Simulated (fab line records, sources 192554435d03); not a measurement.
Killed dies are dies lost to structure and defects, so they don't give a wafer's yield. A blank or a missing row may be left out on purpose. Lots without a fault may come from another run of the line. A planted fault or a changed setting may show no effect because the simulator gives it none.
fab line records | flow n5_finfet
record lots=24 wafers=72 last_day=17
route steps=1938 shown BEOL_M0@731 BEOL_M1@765
lots that met no fault: from a run of the same line without faults
start_h: hours from the record's first day to the start of the lot's first wafer shown | wait_h: hours since the lot's step before | " the same as in the row above | L1.1+2: a row that stands for several wafers | - no value, or no start given | * or withheld: withheld | < > ~ a bound
route shown NAME@n: a module of which the file shows steps, and the number in the route of the first | usual: mean/standard deviation of fault-free wafers | same: alike in all rows | chamber/n: place in a boat | sites: the reading at each site | _std_site: their standard deviation | _edge_site: outer sites' mean less inner sites' | radius_mm: how far each site lies from the wafer's centre | mask NAME#n: copy n | behind: the tool/chamber that last shaped the wafer | hold: why the lot was held/for how many hours/how that ended | device: the transistor (n, p or np) that didn't switch | end of line: the same wafers' tests at the end of the route | a step without rows: its recipe alone | killed: dies lost to structure and defects at the first sort, not the wafer's yield | map: a wafer's dies, x killed, . not, _ none there
set.NAME: the setting as run; set.NAME@STEP: as run at that earlier step | model.NAME: the simulator's own value behind a step, which no gauge read
steps of the route over a sample of lots; a table a step, a row a wafer
services: from which hour (start_h, from the record's first day; less than 0 if before it) a tool's chamber was out of use, for how many hours, and why
## steps
# step N5_BEOL_M0_ALD_136
# recipe material=TaN target_thk_a=* temp_c=275 ald_precursor_family=PDMAT ald_co_reactant=NH3 pressure_torr=3 carrier_flow_sccm=1500 pulse_time_s=2 purge_time_s=3 co_reactant_purge_time_s=2 co_reactant_pulse_time_s=3 ald_cycles=30 precursor_vessel_temp_c=75 precursor_vessel_pressure_torr=26.25 precursor_vessel_carrier_sccm=1000
# usual heater_power_w=400/31
# columns lot.wafer tool chamber start_h wait_h heater_power_w
L074.2 ald_metal-04 0 116.43 0.0 372
L074.3 " 3 " " 359
L074.4 " 3 " " 363
L075.3 ald_metal-04 2 121.61 0.0 395
L075.5 " 3 " " 359
L075.6 " 0 " " 364
L076.2 ald_metal-04 2 125.05 0.1 400
L076.5 " 2 " " 400
L076.6 " 0 " " 365
L077.2 ald_metal-02 0 133.32 0.1 383
L077.5 " 0 " " 373
L077.6 " 3 " " 410
L078.1 ald_metal-04 0 142.49 0.0 363
L078.3 " 3 " " 357
L078.6 " 3 " " 356
L079.3 ald_metal-01 0 145.60 0.1 426
L079.5 " 3 " " 431
L079.6 " 2 " " 446
L080.1 ald_metal-01 0 149.76 0.1 431
L080.4 " 3 " " 442
L080.5 " 3 " " 438
L081.2 ald_metal-02 0 159.11 0.0 376
L081.4 " 3 " " 423
L081.6 " 3 " " 421
L082.1 ald_metal-02 2 160.44 0.3 392
L082.2 " 3 " " 419
L082.4 " 0 " " 382
L083.4 ald_metal-04 1 164.31 0.1 407
L083.5 " 0 " " 361
L083.6 " 3 " " 354
L084.3 ald_metal-01 3 172.53 0.1 438
L084.4 " 2 " " 442
L084.5 " 2 " " 445
L085.2 ald_metal-04 3 181.38 0.0 360
L085.3 " 1 " " 402
L085.6 " 1 " " 405
L086.1 ald_metal-01 2 189.21 0.1 466
L086.2 " 0 " " 439
L086.4 " 3 " " 446
L087.2 ald_metal-04 2 192.53 0.1 410
L087.3 " 1 " " 411
L087.6 " 0 " " 368
L090.1 ald_metal-04 3 204.44 0.1 355
L090.4 " 1 " " 423
L090.6 " 1 " " 413
L088.1 ald_metal-01 2 206.24 0.1 456
L088.2 " 1 " " 472
L088.4 " 3 " " 436
L091.1 ald_metal-02 0 213.03 0.1 387
L091.3 " 3 " " 418
L091.4 " 1 " " 400
L089.1 ald_metal-04 2 218.75 0.1 399
L089.4 " 1 " " 399
L089.6 " 0 " " 360
L092.2 ald_metal-02 3 222.88 0.1 411
L092.4 " 1 " " 397
L092.6 " 0 " " 380
L093.1 ald_metal-04 3 231.95 0.1 364
L093.5 " 2 " " 399
L093.6 " 3 " " 356
L094.2 ald_metal-02 2 235.87 0.0 377
L094.3 " 1 " " 404
L094.5 " 0 " " 389
L095.1 ald_metal-02 1 241.35 0.0 400
L095.2 " 3 " " 422
L095.4 " 2 " " 375
L096.2 ald_metal-02 2 246.99 0.3 374
L096.3 " 0 " " 390
L096.4 " 3 " " 418
L097.2 ald_metal-02 2 259.58 0.0 381
L097.3 " 3 " " 421
L097.6 " 3 " " 409
# step N5_BEOL_M0_CO_CAP_123
# recipe material=Co target_thk_a=20 temp_c=200 precursor=CCTBA/H2 pressure_torr=30 time_s=102.1
# usual heater_power_w=220/14
# columns lot.wafer tool chamber start_h wait_h heater_power_w
L074.2 cvd_co-01 1 118.47 0.0 200
L074.3 " 2 " " 230
L074.4 " 1 " " 199
L075.3 cvd_co-01 0 123.67 0.0 205
L075.5 " 1 " " 201
L075.6 " 0 " " 212
L076.2 cvd_co-01 2 127.48 0.0 227
L076.5 " 2 " " 227
L076.6 " 1 " " 200
L077.2 cvd_co-01 1 138.81 0.0 195
L077.5 " 0 " " 212
L077.6 " 1 " " 200
L078.1 cvd_co-01 2 144.21 0.0 229
L078.3 " 1 " " 198
L078.6 " 1 " " 205
L079.3 cvd_co-02 2 149.20 0.0 230
L079.5 " 2 " " 234
L079.6 " 0 " " 225
L080.1 cvd_co-02 0 151.84 0.0 220
L080.4 " 2 " " 229
L080.5 " 1 " " 238
L081.2 cvd_co-01 1 160.82 0.0 199
L081.4 " 0 " " 215
L081.6 " 1 " " 198
L082.1 cvd_co-02 0 163.64 0.0 223
L082.2 " 2 " " 225
L082.4 " 2 " " 227
L083.4 cvd_co-02 1 166.10 0.0 237
L083.5 " 0 " " 224
L083.6 " 2 " " 229
L084.3 cvd_co-01 2 174.25 0.0 233
L084.4 " 1 " " 200
L084.5 " 2 " " 226
L085.2 cvd_co-02 1 183.13 0.0 237
L085.3 " 2 " " 234
L085.6 " 1 " " 243
L086.1 cvd_co-01 0 191.31 0.0 215
L086.2 " 1 " " 194
L086.4 " 2 " " 235
L087.2 cvd_co-01 1 194.36 0.0 200
L087.3 " 2 " " 227
L087.6 " 1 " " 200
L090.1 cvd_co-02 0 206.73 0.0 222
L090.4 " 0 " " 225
L090.6 " 2 " " 238
L088.1 cvd_co-01 2 210.35 0.0 232
L088.2 " 1 " " 202
L088.4 " 1 " " 200
L091.1 cvd_co-01 1 215.01 0.0 197
L091.3 " 2 " " 232
L091.4 " 1 " " 201
L089.1 cvd_co-02 1 222.73 0.0 243
L089.4 " 2 " " 234
L089.6 " 1 " " 239
L092.2 cvd_co-01 1 225.58 0.0 200
L092.4 " 1 " " 203
L092.6 " 2 " " 226
L093.1 cvd_co-02 2 233.89 0.0 236
L093.5 " 2 " " 231
L093.6 " 1 " " 238
L094.2 cvd_co-01 2 237.83 0.0 222
L094.3 " 0 " " 208
L094.5 " 1 " " 199
L095.1 cvd_co-01 1 244.05 0.0 197
L095.2 " 0 " " 212
L095.4 " 2 " " 233
L096.2 cvd_co-01 0 249.91 0.0 212
L096.3 " 1 " " 198
L096.4 " 0 " " 213
L097.2 cvd_co-02 0 261.28 0.0 222
L097.3 " 2 " " 230
L097.6 " 0 " " 222
# step N5_BEOL_M0_RS_MEAS_126
# recipe thk_meas_gauge=four-point-probe reads=Co_of_BEOL_M0_CO_CAP_123+Cu_of_BEOL_M0_ECD_118+Co_of_BEOL_M0_CVD_115+TaN_of_BEOL_M0_ALD_136
# usual M0_RS=0.543/0.021
# columns lot.wafer tool chamber start_h wait_h M0_RS[ohm/sq]
L074.2 film_metro-01 - 118.66 0.1 0.556
L074.3 " - " " 0.523
L074.4 " - " " 0.553
L075.3 film_metro-02 - 123.86 0.1 0.544
L075.5 " - " " 0.554
L075.6 " - " " 0.546
L076.2 film_metro-02 - 127.66 0.1 0.554
L076.5 " - " " 0.542
L076.6 " - " " 0.517
L077.2 film_metro-01 - 138.99 0.1 0.558
L077.5 " - " " 0.539
L077.6 " - " " 0.544
L078.1 film_metro-01 - 144.39 0.0 0.540
L078.3 " - " " 0.547
L078.6 " - " " 0.530
L079.3 film_metro-01 - 149.42 0.1 0.505
L079.5 " - " " 0.534
L079.6 " - " " 0.488
L080.1 film_metro-02 - 152.05 0.1 0.551
L080.4 " - " " 0.551
L080.5 " - " " 0.530
L081.2 film_metro-02 - 161.01 0.1 0.522
L081.4 " - " " 0.495
L081.6 " - " " 0.522
L082.1 film_metro-02 - 163.82 0.0 0.574
L082.2 " - " " 0.566
L082.4 " - " " 0.564
L083.4 film_metro-02 - 166.28 0.1 0.509
L083.5 " - " " 0.512
L083.6 " - " " 0.511
L084.3 film_metro-02 - 174.44 0.1 0.537
L084.4 " - " " 0.561
L084.5 " - " " 0.532
L085.2 film_metro-01 - 183.31 0.1 0.547
L085.3 " - " " 0.538
L085.6 " - " " 0.530
L086.1 film_metro-01 - 191.49 0.0 0.563
L086.2 " - " " 0.548
L086.4 " - " " 0.539
L087.2 film_metro-01 - 194.58 0.1 0.555
L087.3 " - " " 0.538
L087.6 " - " " 0.551
L090.1 film_metro-01 - 206.92 0.0 0.570
L090.4 " - " " 0.537
L090.6 " - " " 0.560
L088.1 film_metro-01 - 210.54 0.0 0.551
L088.2 " - " " 0.560
L088.4 " - " " 0.534
L091.1 film_metro-01 - 215.19 0.0 0.545
L091.3 " - " " 0.536
L091.4 " - " " 0.558
L089.1 film_metro-01 - 222.91 0.0 0.558
L089.4 " - " " 0.490
L089.6 " - " " 0.515
L092.2 film_metro-02 - 225.77 0.1 0.587
L092.4 " - " " 0.549
L092.6 " - " " 0.561
L093.1 film_metro-02 - 234.07 0.0 0.591
L093.5 " - " " 0.545
L093.6 " - " " 0.550
L094.2 film_metro-02 - 238.02 0.1 0.539
L094.3 " - " " 0.532
L094.5 " - " " 0.532
L095.1 film_metro-02 - 244.26 0.1 0.556
L095.2 " - " " 0.579
L095.4 " - " " 0.560
L096.2 film_metro-02 - 250.09 0.1 0.561
L096.3 " - " " 0.555
L096.4 " - " " 0.527
L097.2 film_metro-02 - 261.47 0.1 0.547
L097.3 " - " " 0.554
L097.6 " - " " 0.556
# step N5_BEOL_M1_OVL_MEAS_12
# recipe points_per_wafer=522
# usual M1_OVL=-0.3/0.81
# columns lot.wafer tool chamber start_h wait_h M1_OVL[nm]
L074.2 overlay-02 0 120.88 0.0 -0.1
L074.3 " 0 " " -0.4
L074.4 " 0 " " 0.1
L075.3 overlay-02 0 125.09 0.0 0.5
L075.5 " 0 " " 0.6
L075.6 " 0 " " -0.1
L076.2 overlay-01 0 130.60 0.0 -0.4
L076.5 " 0 " " -0.1
L076.6 " 0 " " -0.1
L077.2 overlay-01 0 141.51 0.0 0.1
L077.5 " 0 " " 0.3
L077.6 " 0 " " -0.8
L078.1 overlay-02 0 145.20 0.0 -1.6
L078.3 " 0 " " -1.8
L078.6 " 0 " " -0.5
L079.3 overlay-02 0 151.73 0.0 -0.1
L079.5 " 0 " " -0.4
L079.6 " 0 " " -0.4
L080.1 overlay-02 0 153.50 0.0 -1.8
L080.4 " 0 " " 0.0
L080.5 " 0 " " -1.0
L081.2 overlay-01 0 163.10 0.0 0.8
L081.4 " 0 " " 0.3
L081.6 " 0 " " 0.1
L082.1 overlay-01 0 164.78 0.0 0.1
L082.2 " 0 " " -0.5
L082.4 " 0 " " -0.4
L083.4 overlay-02 0 168.85 0.0 -0.4
L083.5 " 0 " " 1.0
L083.6 " 0 " " -1.1
L084.3 overlay-01 0 176.30 0.0 0.4
L084.4 " 0 " " 1.0
L084.5 " 0 " " 0.5
L085.2 overlay-01 0 184.10 0.0 -0.8
L085.3 " 0 " " 0.2
L085.6 " 0 " " -1.1
L086.1 overlay-01 0 192.82 0.0 -0.7
L086.2 " 0 " " 0.1
L086.4 " 0 " " 0.6
L087.2 overlay-01 0 195.86 0.0 0.1
L087.3 " 0 " " -0.3
L087.6 " 0 " " 0.8
L090.1 overlay-01 0 209.24 0.0 -1.5
L090.4 " 0 " " 0.1
L090.6 " 0 " " -0.8
L088.1 overlay-01 0 212.24 0.0 -1.1
L088.2 " 0 " " -0.8
L088.4 " 0 " " -1.3
L091.1 overlay-01 0 216.00 0.0 0.7
L091.3 " 0 " " 0.5
L091.4 " 0 " " 1.5
L089.1 overlay-01 0 225.07 0.0 -2.2
L089.4 " 0 " " -1.1
L089.6 " 0 " " -0.2
L092.2 overlay-01 0 226.42 0.0 -0.7
L092.4 " 0 " " -1.1
L092.6 " 0 " " -1.1
L093.1 overlay-02 0 235.94 0.0 -0.9
L093.5 " 0 " " -0.5
L093.6 " 0 " " 0.2
L094.2 overlay-01 0 238.85 0.0 1.2
L094.3 " 0 " " -0.5
L094.5 " 0 " " -0.2
L095.1 overlay-02 0 245.45 0.0 -2.6
L095.2 " 0 " " -0.3
L095.4 " 0 " " -0.2
L096.2 overlay-02 0 251.17 0.0 -0.6
L096.3 " 0 " " 0.0
L096.4 " 0 " " -0.6
L097.2 overlay-01 0 263.54 0.0 -1.5
L097.3 " 0 " " 0.6
L097.6 " 0 " " -1.5
# step N5_BEOL_M1_CD_MEAS_28
# recipe landing_energy_ev=500 detector=se_inlens target_cd_y_nm=23.3
# usual cd_nm=24.05/0.26
# columns lot.wafer tool chamber start_h wait_h cd_nm
L074.2 cd_sem-01 0 122.06 - 24.04
L074.3 " 0 " " 23.87
L074.4 " 0 " " 24.41
L075.3 cd_sem-01 0 126.05 - 24.09
L075.5 " 0 " " 24.02
L075.6 " 0 " " 23.89
L076.2 cd_sem-02 0 131.46 - 24.15
L076.5 " 0 " " 24.23
L076.6 " 0 " " 24.08
L077.2 cd_sem-01 0 142.47 - 24.28
L077.5 " 0 " " 24.76
L077.6 " 0 " " 24.50
L078.1 cd_sem-01 0 146.16 - 24.20
L078.3 " 0 " " 24.38
L078.6 " 0 " " 23.94
L079.3 cd_sem-03 0 152.56 - 24.33
L079.5 " 0 " " 23.57
L079.6 " 0 " " 24.55
L080.1 cd_sem-01 0 154.47 - 24.27
L080.4 " 0 " " 23.73
L080.5 " 0 " " 23.94
L081.2 cd_sem-01 0 164.26 - 24.13
L081.4 " 0 " " 24.19
L081.6 " 0 " " 24.18
L082.1 cd_sem-02 0 165.65 - 24.01
L082.2 " 0 " " 24.21
L082.4 " 0 " " 24.18
L083.4 cd_sem-02 0 169.81 - 24.04
L083.5 " 0 " " 23.80
L083.6 " 0 " " 24.08
L084.3 cd_sem-03 0 177.17 - 24.29
L084.4 " 0 " " 24.34
L084.5 " 0 " " 24.04
L085.2 cd_sem-01 0 185.15 - 23.97
L085.3 " 0 " " 23.72
L085.6 " 0 " " 23.96
L086.1 cd_sem-02 0 194.45 - 23.81
L086.2 " 0 " " 24.73
L086.4 " 0 " " 23.96
L087.2 cd_sem-01 0 196.93 - 24.20
L087.3 " 0 " " 24.02
L087.6 " 0 " " 23.73
L090.1 cd_sem-02 0 210.24 - 23.71
L090.4 " 0 " " 23.98
L090.6 " 0 " " 23.92
L088.1 cd_sem-01 0 213.22 - 24.20
L088.2 " 0 " " 24.31
L088.4 " 0 " " 23.84
L091.1 cd_sem-02 0 216.96 - 24.13
L091.3 " 0 " " 23.81
L091.4 " 0 " " 24.33
L089.1 cd_sem-01 0 225.92 - 23.60
L089.4 " 0 " " 24.13
L089.6 " 0 " " 23.40
L092.2 cd_sem-02 0 227.37 - 24.07
L092.4 " 0 " " 23.70
L092.6 " 0 " " 24.07
L093.1 cd_sem-02 0 236.83 - 24.03
L093.5 " 0 " " 24.29
L093.6 " 0 " " 24.11
L094.2 cd_sem-02 0 239.69 - 23.38
L094.3 " 0 " " 23.86
L094.5 " 0 " " 23.56
L095.1 cd_sem-02 0 246.29 - 24.25
L095.2 " 0 " " 24.15
L095.4 " 0 " " 24.20
L096.2 cd_sem-01 0 252.53 - 23.96
L096.3 " 0 " " 24.11
L096.4 " 0 " " 23.80
L097.2 cd_sem-02 0 264.51 - 23.68
L097.3 " 0 " " 24.15
L097.6 " 0 " " 24.05
# step N5_BEOL_M1_DESCUM_33
# recipe chemistry=O2 time_s=7 source_power_w=50 bias_power_w=20 pressure_mtorr=20 rf_frequency_hz=2.712e+07 temp_c=40 resist=CAR-EUV o2_flow_sccm=225
# usual drypump_motor_current_A=5.7/0.51 oes_product_au=0.78/0.07 rf_vpp_V=243.0/1.6 showerhead_plenum_p_Torr=2.10/0.088 throttle_valve_pct=20.41/0.21
# columns lot.wafer tool chamber start_h wait_h drypump_motor_current_A oes_product_au rf_hours_counter_h rf_vpp_V showerhead_plenum_p_Torr throttle_valve_pct
L074.2 rie_diel-01 0 122.19 0.0 4.9 0.89 40 243.5 2.13 20.45
L074.3 " 1 " " 5.8 0.88 28 244.1 2.14 20.50
L074.4 " 2 " " 5.0 0.71 214 243.8 2.05 20.81
L075.3 rie_diel-05 1 126.18 0.0 6.1 0.85 45 243.6 2.21 20.12
L075.5 " 3 " " 5.7 0.72 - 244.9 2.18 20.26
L075.6 " 0 " " 5.6 0.78 - 242.5 1.96 20.51
L076.2 rie_diel-01 3 131.58 0.0 5.3 0.70 192 240.5 1.99 20.39
L076.5 " 1 " " 5.7 0.89 - 243.6 2.14 20.50
L076.6 " 0 " " 4.9 0.89 - 243.1 2.13 20.49
L077.2 rie_diel-05 2 142.59 0.0 6.7 0.82 92 245.0 2.20 19.97
L077.5 " 3 " " 5.8 0.71 - 245.5 2.18 20.27
L077.6 " 0 " " 5.6 0.77 - 241.6 1.96 20.53
L078.1 rie_diel-05 2 146.29 0.0 6.8 0.82 94 244.4 2.20 19.98
L078.3 " 0 " " 5.6 0.77 109 240.6 1.96 20.51
L078.6 " 2 " " 6.7 0.83 - 244.8 2.20 19.98
L079.3 rie_diel-01 3 152.68 0.0 5.3 0.70 200 242.4 1.99 20.38
L079.5 " 2 " " 5.0 0.69 - 242.0 2.05 20.80
L079.6 " 0 " " 4.9 0.87 - 242.6 2.12 20.48
L080.1 rie_diel-05 3 154.66 0.1 5.8 0.71 204 244.2 2.18 20.28
L080.4 " 1 " " 6.1 0.84 51 245.3 2.21 20.15
L080.5 " 0 " " 5.6 0.79 - 240.7 1.96 20.51
L081.2 rie_diel-03 0 164.44 0.1 5.9 0.73 159 240.0 2.10 20.62
L081.4 " 3 " " 5.4 0.71 227 246.1 2.17 20.56
L081.6 " 1 " " 6.1 0.90 - 242.9 2.04 20.25
L082.1 rie_diel-01 0 165.77 0.0 4.9 0.87 56 242.4 2.12 20.47
L082.2 " 3 " " 5.4 0.69 204 241.8 1.99 20.40
L082.4 " 1 " " 5.8 0.86 37 244.8 2.14 20.52
L083.4 rie_diel-01 3 169.92 0.0 5.4 0.69 205 240.2 1.98 20.41
L083.5 " 2 " " 5.0 0.68 - 242.7 2.05 20.83
L083.6 " 1 " " 5.8 0.86 - 244.6 2.14 20.52
L084.3 rie_diel-03 2 177.29 0.0 5.1 0.75 156 241.7 2.02 20.43
L084.4 " 0 " " 5.9 0.74 162 242.7 2.10 20.64
L084.5 " 2 " " 5.1 0.76 - 241.0 2.02 20.43
L085.2 rie_diel-05 1 185.27 0.0 6.1 0.83 61 245.1 2.21 20.14
L085.3 " 3 " " 5.8 0.70 212 245.0 2.18 20.29
L085.6 " 0 " " 5.6 0.77 - 241.5 1.95 20.54
L086.1 rie_diel-03 2 195.23 0.7 5.1 0.76 162 241.7 2.01 20.42
L086.2 " 1 " " 6.1 0.91 46 242.0 2.04 20.27
L086.4 " 0 " " 5.9 0.74 166 242.9 2.10 20.63
L087.2 rie_diel-03 0 197.06 0.0 5.9 0.73 166 242.5 2.10 20.66
L087.3 " 1 " " 6.1 0.90 46 242.7 2.04 20.26
L087.6 " 0 " " 5.9 0.73 - 242.9 2.10 20.66
L090.1 rie_diel-05 2 210.36 0.0 6.7 0.80 111 244.6 2.20 20.00
L090.4 " 3 " " 5.8 0.70 219 244.5 2.18 20.31
L090.6 " 1 " " 6.1 0.82 - 245.6 2.20 20.14
L088.1 rie_diel-05 2 213.44 0.1 6.7 0.80 112 244.3 2.20 20.00
L088.2 " 3 " " 5.8 0.69 220 242.8 2.18 20.30
L088.4 " 0 " " 5.6 0.76 129 240.4 1.95 20.55
L091.1 rie_diel-03 3 217.09 0.0 5.4 0.70 242 244.1 2.17 20.57
L091.3 " 2 " " 5.0 0.75 169 240.7 2.01 20.44
L091.4 " 1 " " 6.1 0.89 52 240.5 2.04 20.27
L089.1 rie_diel-03 3 226.05 0.0 5.4 0.70 244 244.4 2.17 20.59
L089.4 " 1 " " 6.1 0.89 54 242.3 2.03 20.28
L089.6 " 2 " " 5.0 0.74 - 240.9 2.01 20.43
L092.2 rie_diel-05 3 227.50 0.0 5.8 0.69 223 243.8 2.18 20.31
L092.4 " 2 " " 6.7 0.79 115 244.0 2.20 20.00
L092.6 " 1 " " 6.1 0.81 - 244.0 2.20 20.16
L093.1 rie_diel-05 2 236.95 0.0 6.7 0.79 119 243.2 2.19 20.01
L093.5 " 3 " " 5.8 0.69 - 242.9 2.17 20.30
L093.6 " 0 " " 5.6 0.75 - 241.2 1.95 20.57
L094.2 rie_diel-05 0 239.82 0.0 5.6 0.76 137 241.0 1.95 20.57
L094.3 " 1 " " 6.1 0.81 77 244.8 2.20 20.16
L094.5 " 0 " " 5.6 0.76 - 240.1 1.95 20.57
L095.1 rie_diel-03 2 246.41 0.0 5.1 0.75 179 241.0 2.01 20.43
L095.2 " 1 " " 6.1 0.87 63 241.5 2.03 20.29
L095.4 " 2 " " 5.0 0.75 - 242.2 2.01 20.46
L096.2 rie_diel-03 1 252.65 0.0 6.1 0.87 65 242.2 2.03 20.28
L096.3 " 2 " " 5.1 0.75 181 241.1 2.01 20.45
L096.4 " 0 " " 5.9 0.71 - 243.3 2.09 20.68
L097.2 rie_diel-01 3 264.63 0.0 5.4 0.67 229 241.8 1.98 20.44
L097.3 " 0 " " 4.9 0.82 87 243.0 2.11 20.53
L097.6 " 1 " " 5.8 0.83 - 244.0 2.13 20.57
## services
# columns tool chamber start_h hours kind
ald_metal-02 2 93.65 3.4 repair
cvd_co-01 - 94.02 1.2 repair
rie_diel-01 - 105.87 0.6 repair
ald_metal-04 - 112.81 1.2 repair
cvd_co-02 1 114.67 - clean
cvd_co-02 1 114.67 22.0 scheduled_down
cvd_co-02 1 114.67 22.0 vent_cycle
cvd_co-02 - 136.33 2.8 pm
ald_metal-04 2 138.76 13.6 repair
rie_diel-01 1 140.00 12.9 repair
ald_metal-04 - 144.26 2.8 pm
ald_metal-04 3 148.09 3.3 repair
rie_diel-05 - 159.79 0.5 repair
cvd_co-01 2 164.89 2.3 repair
ald_metal-01 - 179.35 1.5 repair
rie_diel-03 0 181.89 7.9 repair
cvd_co-01 0 192.50 9.5 repair
ald_metal-02 2 210.29 17.6 repair
rie_diel-01 3 211.88 14.8 repair
ald_metal-01 - 212.20 1.2 pm
ald_metal-01 2 218.57 58.5 repair
rie_diel-03 3 232.01 2.0 repair
rie_diel-03 3 245.09 - clean
rie_diel-03 3 245.09 - consumable_replace:focus_ring
## key
fault none
